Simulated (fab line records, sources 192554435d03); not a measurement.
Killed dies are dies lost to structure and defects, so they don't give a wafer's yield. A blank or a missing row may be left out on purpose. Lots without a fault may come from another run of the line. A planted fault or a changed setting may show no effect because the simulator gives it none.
Problem report in the 8D (eight disciplines) form, filled by code | flow n5_finfet | the parts of the form that need people (team, actions taken, sign-off) are left out

1. THE PROBLEM
spin_speed_rpm at N5_BEOL_M6_COAT_59 reads a mean of 1313.3 rpm on 9 wafers of 3 lots; wafers without a fault read 1500.2 rpm with a standard deviation of 1.1. That is -99 or more standard deviations from the usual mean.
The step: time 60 s, resist thk 100 nm.
First seen on wafer L336.2, day 12 06:58, on litho_track-01. The record holds 15 wafers of 5 lots with a number at this step. Rule for "out", or "out of limits": more than 4 standard deviations from the usual mean. The other wafers with a number count as sound.

2. WHAT IT IS AND WHAT IT IS NOT
question                    | is                     | is not
which readings at this step | spin_speed_rpm         | -
which lots                  | L336, L338, L339       | L328, L349
which wafers of those lots  | all that have a number | -
read on which tools         | litho_track-01         | litho_track-04
when                        | from day 12 06:58      | up to then (3 sound wafers); but 3 sound wafers of L349 came after

3. SUSPECTS, AND WHAT RULES EACH OUT
Counting: a tool at a process step up to the reading stays a suspect if it ran every lot that is out and no sound lot after the first of them.
- litho_track-01 at N5_BEOL_M6_COAT_59 (time 60 s, resist thk 100 nm): kept. It ran every lot that is out, first L336 (day 12 06:58), and no sound lot after that; its last sound lot up to then is L328 (day 10 02:15). Its own readings are out on those wafers: spin_speed_rpm.
Left after counting: litho_track-01 at N5_BEOL_M6_COAT_59.

4. THE CAUSE (what the simulator had put in)
Process parameter drift: litho_track-01, from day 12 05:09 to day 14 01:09, at N5_BEOL_M6_COAT_59. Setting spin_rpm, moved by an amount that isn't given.
Counting left only this tool.

5. THE CHAIN OF EFFECTS, in route order
Each row: a reading whose mean over the struck wafers that have a number lies more than 3 standard deviations from the usual. Only readings for which the record gives a usual standard deviation are gone through. hours: the time from each lot's start at the first step in this table that gives one to its start at this step, as a median over the lots. sigmas: the change in usual standard deviations.
hours | step               | reading        | usual      | on struck wafers | change | sigmas
0     | N5_BEOL_M6_COAT_59 | spin_speed_rpm | 1500.2 rpm | 1313.3           | -186.9 | -99 or more
The process steps in it:
- N5_BEOL_M6_COAT_59: time 60 s, resist thk 100 nm.

6. WHAT WOULD HAVE CAUGHT IT SOONER
In this record the first reading out of limits was taken at day 12 06:58, 2 hours after the fault began at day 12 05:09.
